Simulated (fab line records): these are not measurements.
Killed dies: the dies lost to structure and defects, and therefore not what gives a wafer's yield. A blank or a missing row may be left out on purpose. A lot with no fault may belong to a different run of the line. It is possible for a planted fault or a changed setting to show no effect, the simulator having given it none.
Which tool did it? -- flow n5-finfet -- 24 lots, 72 wafers sampled, at 2 steps of a route of 1938

== WHAT THE GAUGES READ, wafer by wafer ==
N5_BEOL_M15_OVL_MEAS_11.
lot,measured,on,V14_OVL (nm)
L074,day 13 03:22,overlay-02,-4 6 -4
L075,day 13 07:19,overlay-01,-4 -10 -4
L076,day 13 09:56,overlay-02,-5 0 4
L079,day 13 10:39,overlay-02,3 4 6
L082,day 13 21:56,overlay-02,-12 -2 -10
L077,day 13 23:00,overlay-01,-15 -22 -14
L081,day 14 01:41,overlay-02,-6 -12 3
L080,day 14 13:01,overlay-02,-9 -11 -1
L078,day 14 16:59,overlay-01,0 -7 -8
L084,day 15 01:02,overlay-02,-6 -4 -6
L083,day 15 06:40,overlay-01,-6 -4 -8
L086,day 15 09:01,overlay-01,2 -6 7
L085,day 15 10:28,overlay-01,-10 0 4
L089,day 16 05:05,overlay-02,-14 -6 -3
L088,day 16 05:56,overlay-02,8 5 6
L087,day 16 08:23,overlay-01,-1 -8 4
L090,day 16 15:52,overlay-01,11 0 -9
L091,day 17 01:19,overlay-02,17 5 9
L092,day 17 01:20,overlay-01,-4 -1 -2
L094,day 17 02:02,overlay-01,0 7 6
L093,day 17 04:23,overlay-02,-4 0 -6
L095,day 17 17:16,overlay-01,-9 0 -9
L096,day 18 04:07,overlay-02,3 -2 4
L097,day 18 05:34,overlay-01,6 3 6

== WHAT TOOL EACH LOT RAN ON (gives the tool, then ch and the chambers of the sampled wafers, and finally the start) ==
lot,N5_BEOL_M14_DEGAS_41
L074,"pvd-sputter-01, day 13 01:20"
L075,"pvd-sputter-01, day 13 05:05"
L076,"pvd-sputter-02, day 13 07:53"
L079,"pvd-sputter-01, day 13 08:28"
L082,"pvd-sputter-03, day 13 19:51"
L077,"pvd-sputter-03, day 13 20:56"
L081,"pvd-sputter-03, day 13 23:40"
L080,"pvd-sputter-03, day 14 11:06"
L078,"pvd-sputter-01, day 14 14:46"
L084,"pvd-sputter-02, day 14 22:59"
L083,"pvd-sputter-02, day 15 04:01"
L086,"pvd-sputter-03, day 15 06:58"
L085,"pvd-sputter-01, day 15 08:32"
L089,"pvd-sputter-02, day 16 03:03"
L088,"pvd-sputter-02, day 16 03:53"
L087,"pvd-sputter-02, day 16 06:26"
L090,"pvd-sputter-01, day 16 13:57"
L091,"pvd-sputter-03, day 16 23:18"
L092,"pvd-sputter-02, day 16 23:20"
L094,"pvd-sputter-03, day 16 23:44"
L093,"pvd-sputter-01, day 17 02:27"
L095,"pvd-sputter-02, day 17 15:11"
L096,"pvd-sputter-01, day 18 01:59"
L097,"pvd-sputter-03, day 18 03:31"
- N5_BEOL_M14_DEGAS_41: time 60 s.

== WHAT THE TOOLS THEMSELVES READ (means of the sampled wafers that have a number; where no wafer has one, the mark that the record gives instead) ==
N5_BEOL_M14_DEGAS_41.
lot,tool,heater-power-w (W)
L074,pvd-sputter-01,389
L075,pvd-sputter-01,469
L076,pvd-sputter-02,453
L079,pvd-sputter-01,438
L082,pvd-sputter-03,467
L077,pvd-sputter-03,512
L081,pvd-sputter-03,502
L080,pvd-sputter-03,481
L078,pvd-sputter-01,420
L084,pvd-sputter-02,467
L083,pvd-sputter-02,438
L086,pvd-sputter-03,495
L085,pvd-sputter-01,424
L089,pvd-sputter-02,442
L088,pvd-sputter-02,454
L087,pvd-sputter-02,443
L090,pvd-sputter-01,509
L091,pvd-sputter-03,501
L092,pvd-sputter-02,448
L094,pvd-sputter-03,486
L093,pvd-sputter-01,471
L095,pvd-sputter-02,456
L096,pvd-sputter-01,447
L097,pvd-sputter-03,475

== THE ANSWER, worked out from the rows above alone ==
Rule: usual is defined by the lots themselves. The widest of any qualifying gaps counts: lots, ordered by their means at a reading, are off when they make up no more than a third of the lots, leave a main group of 4 or more, and stand apart from it by 3 or more times the standard deviation of that group's means. A main group whose means are all the same, to the digits that the tables above print for the reading, isn't used. A lot without any number at a reading at which 4 lots or more have one is off too. All remaining lots with rows at the step are treated as sound. The gauges are gone through in route order, then the tools' own readings, and for those a lot's mean is taken as printed above. At the first step where some lot is off, the reading lying furthest off is the one used; lots without a number count as furthest.
Nothing can be told from this: no lot is off at any reading shown.

== WHAT THE SIMULATOR HAD PUT IN ==
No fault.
